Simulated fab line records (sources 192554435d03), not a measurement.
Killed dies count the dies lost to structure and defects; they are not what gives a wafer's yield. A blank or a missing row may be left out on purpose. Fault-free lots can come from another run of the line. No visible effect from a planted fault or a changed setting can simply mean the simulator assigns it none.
Split-lot study    flow n5-finfet    route with 1938 steps; 7 lots, 21 wafers read

ABOUT THE SPLIT
At N5_BEOL_M4_DESCUM_33 (chemistry O2, time 7 s), the setting time-s was moved away from the recipe's 7 s on 8 of the 21 wafers read, by -17.7% to +18.4%. This setting was run at the recipe's value on the other wafers.

FROM THE SPLIT TO THE READING: what the file shows between them, 3 steps
- N5_BEOL_M4_ETCH_77: etches underlayer in N2/H2, target depth 6.5 nm, time 5.2 s
- N5_BEOL_M4_ETCH_69: etches SiARC in CF4, target depth 15.6 nm, time 26 s
- N5_BEOL_M4_ALD_98: deposits SiO2, target thk 2.5 nm, pulse time 1 s, co reactant pulse time 1 s

THE READING
CAR-EUV_of_BEOL_M4_COAT_22.thk-nm (the simulator's own value, which no gauge read), in nm, at N5_BEOL_M4_ETCHBACK_99 (etches SiO2 in CHF3, target depth 5 nm, time 10.4 s). The file gives no usual value for it. Across the 13 wafers here that went through the recipe, the average is 10.4 nm and the standard deviation 0.078 nm.

wafer   tool, chamber at the split  time-s as run, s  against the recipe  CAR-EUV_of_BEOL_M4_COAT_22.thk-nm, nm  against lot-mates on the recipe
L074.2  rie-diel-03, 0,2,3          7                 recipe              10.4                                   -
L074.3  rie-diel-03, 0,2,3          7                 recipe              10.4                                   -
L074.5  rie-diel-03, 0,2,3          7                 recipe              10.4                                   -
L076.3  rie-diel-02, 3              7                 recipe              10.4                                   -
L076.4  rie-diel-02, 3              7                 recipe              10.4                                   -
L076.6  rie-diel-02, 2              7                 recipe              10.2                                   -
L080.2  rie-diel-03, 2              8.087             +15.5%              10                                     -0.4
L080.6  rie-diel-03, 3              8.087             +15.5%              10                                     -0.4
L080.4  rie-diel-03, 1              7                 recipe              10.4                                   -
L082.1  rie-diel-02, 2              7                 recipe              10.4                                   -
L082.2  rie-diel-02, 0,2            6.279             -10.3%              10.8                                   +0.4
L082.5  rie-diel-02, 0,2            6.279             -10.3%              10.8                                   +0.4
L083.2  rie-diel-04, 2,3,3          7                 recipe              10.4                                   -
L083.4  rie-diel-04, 2,3,3          7                 recipe              10.4                                   -
L083.6  rie-diel-04, 2,3,3          7                 recipe              10.4                                   -
L089.3  rie-diel-03, 1              7                 recipe              10.4                                   -
L089.4  rie-diel-03, 0,1            8.285             +18.4%              9.8                                    -0.6
L089.5  rie-diel-03, 0,1            8.285             +18.4%              9.8                                    -0.6
L087.2  rie-diel-02, 0              7                 recipe              10.6                                   -
L087.4  rie-diel-02, 2,0            5.758             -17.7%              11                                     +0.4
L087.6  rie-diel-02, 2,0            5.758             -17.7%              11.2                                   +0.6
If several chambers appear in one row, that row covers several wafers at once and the file leaves open which wafer was in which chamber.

THE FIT
A straight line over all 21 wafers: CAR-EUV_of_BEOL_M4_COAT_22.thk-nm changes by -0.034 nm for each +1% of time-s; r = -0.97; the points scatter about the line by 0.086 nm.
The same after taking each lot's own level away (the mean of its wafers on the recipe; 21 wafers): -0.0303 nm for each +1%; r = -0.98; scatter 0.064 nm.
The reading moves by 0.56 nm for the largest change in time-s, on that fit.
Across the lots, their own levels run from 10.33 to 10.60 nm, a range of 3.4 times the standard deviation given above.
So the lot-to-lot level changes the slope: the two fits differ.
Check: with one of the wafers moved furthest among these (+18.4%) left out of the fit, the line predicts -0.535 nm for it against its lot-mates. It came out at -0.6 nm against them.

ADDITIONAL SPLITS CARRIED BY THESE WAFERS
Note: prior to the reading, these wafers also went through further splits. Each is held against what the fit with the lots' levels taken away leaves over:
other split on the same wafers    wafers away from the commonest value  r with CAR-EUV_of_BEOL_M4_COAT_22.thk-nm (lot level and that fit taken away)
N5_BEOL_M1_ETCH_70 time-s         7                                     -0.05
N5_BEOL_M1_TRENCH_ETCH_37 time-s  8                                     +0.08
N5_BEOL_M2_TRENCH_ETCH_37 bias-w  9                                     -0.29
N5_BEOL_M3_ETCH_64 bias-w         4                                     +0.13

THE WHOLE CHAIN: every reading that the file lists as answering this split, in the file's order
step                    what it does                                                 reading                                                                             change (the file's fit)                 r (the file's)
N5_BEOL_M4_DESCUM_33    chemistry O2, time 7 s                                       CAR-EUV_of_BEOL_M4_COAT_22.thk-nm (the simulator's own value, which no gauge read)  -0.0336 nm for each +1% of the setting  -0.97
N5_BEOL_M4_ETCH_77      etches underlayer in N2/H2, target depth 6.5 nm, time 5.2 s  CAR-EUV_of_BEOL_M4_COAT_22.thk-nm (the simulator's own value, which no gauge read)  -0.0324 nm for each +1% of the setting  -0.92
N5_BEOL_M4_ETCHBACK_99  etches SiO2 in CHF3, target depth 5 nm, time 10.4 s          CAR-EUV_of_BEOL_M4_COAT_22.thk-nm (the simulator's own value, which no gauge read)  -0.0302 nm for each +1% of the setting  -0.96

THE FILE'S OWN FIT
CAR-EUV_of_BEOL_M4_COAT_22.thk-nm changes by -0.0302 nm for each +1% of time-s, r = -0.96.
